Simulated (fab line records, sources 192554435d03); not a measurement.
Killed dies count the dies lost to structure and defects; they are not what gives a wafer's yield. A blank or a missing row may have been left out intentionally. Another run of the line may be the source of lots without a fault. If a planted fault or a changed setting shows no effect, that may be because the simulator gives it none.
Matching of chambers | flow n5 finfet | N5_FIN_SAQP_HM_DEP_03 on pecvd-02 has 3 sister chambers
The step deposits SiNx from SiH4/NH3/N2, target thk 38 nm, time 33.6 s. 22 wafers are shown with their chamber, then 11 later ones without.

EACH WAFER AND ITS CHAMBER
wafer  | chamber | showerhead plenum p Torr (Torr) | throttle valve pct (%) | heater power w (W)
L075.2 | 2       | 5.22                            | 38.9                   | 666
L075.3 | 1       | 5.14                            | 41.5                   | 601
L075.6 | 0       | 5.05                            | 41.2                   | 700
L077.2 | 2       | 5.24                            | 38.7                   | 798
L077.3 | 1       | 5.14                            | 41.8                   | 621
L077.6 | 0       | 5.05                            | 41.4                   | 721
L080.1 | 0       | 5.04                            | 41.7                   | 619
L080.2 | 2       | 5.22                            | 38.8                   | 731
L080.6 | 0       | 5.05                            | 41.7                   | 629
L081.3 | 0       | 5.06                            | 41.7                   | 657
L081.4 | 0       | 5.05                            | 41.7                   | 638
L081.5 | 1       | 5.15                            | 41.8                   | 613
L084.2 | 2       | 5.23                            | 39.1                   | 683
L084.4 | 2       | 5.23                            | 38.8                   | 676
L084.5 | 1       | 5.15                            | 41.6                   | 646
L085.1 | 1       | 5.16                            | 41.5                   | 559
L085.3 | 0       | 5.05                            | 41.8                   | 665
L085.6 | 2       | 5.23                            | 39.0                   | 701
L087.1 | 0       | 5.06                            | 42.0                   | 724
L087.3 | 2       | 5.24                            | 39.3                   | 784
L087.6 | 0       | 5.04                            | 41.8                   | 698
L091.1 | 0       | 5.05                            | 42.0                   | 599

SIGNATURES, as means of the wafers listed above
reading                  | chamber 0 | chamber 1 | chamber 2 | scatter within a chamber
showerhead plenum p Torr | 5.0500    | 5.1480    | 5.2300    | 0.00754
throttle valve pct       | 41.700    | 41.640    | 38.943    | 0.216
heater power w           | 665.00    | 608.00    | 719.86    | 45
Rule: for a wafer and a chamber, the distance is found by dividing, reading by reading, the gap between the wafer's reading and the chamber's mean by the reading's scatter, squaring, summing and taking the root. The wafer belongs to the nearest chamber; if the next one is less than 2 further off, it can't be placed. How the scatter is found: for the shown wafers, subtract from each reading the mean of its chamber, square and add these, divide the total by (wafers less chambers), then take the root.

WAFERS WITH NO CHAMBER GIVEN
wafer  | showerhead plenum p Torr (Torr) | throttle valve pct (%) | heater power w (W)
L091.2 | 5.15                            | 41.7                   | 619
L091.4 | 5.15                            | 41.7                   | 627
L095.4 | 5.14                            | 41.7                   | 612
L095.5 | 5.04                            | 41.9                   | 730
L095.6 | 5.22                            | 39.5                   | 661
L096.2 | 5.15                            | 41.8                   | 699
L096.3 | 5.24                            | 39.5                   | 756
L096.6 | 5.15                            | 41.7                   | 695
L097.1 | 5.16                            | 41.8                   | 612
L097.3 | 5.23                            | 39.5                   | 780
L097.4 | 5.14                            | 41.8                   | 605

EACH ONE'S CHAMBER
wafer  | from the rows above | in truth
L091.2 | 1                   | 1
L091.4 | 1                   | 1
L095.4 | 1                   | 1
L095.5 | 0                   | 0
L095.6 | 2                   | 2
L096.2 | 1                   | 1
L096.3 | 2                   | 2
L096.6 | 1                   | 1
L097.1 | 1                   | 1
L097.3 | 2                   | 2
L097.4 | 1                   | 1
Placed correctly: 11 of 11. Left unplaced by these rows: 0. Placed wrongly: 0.
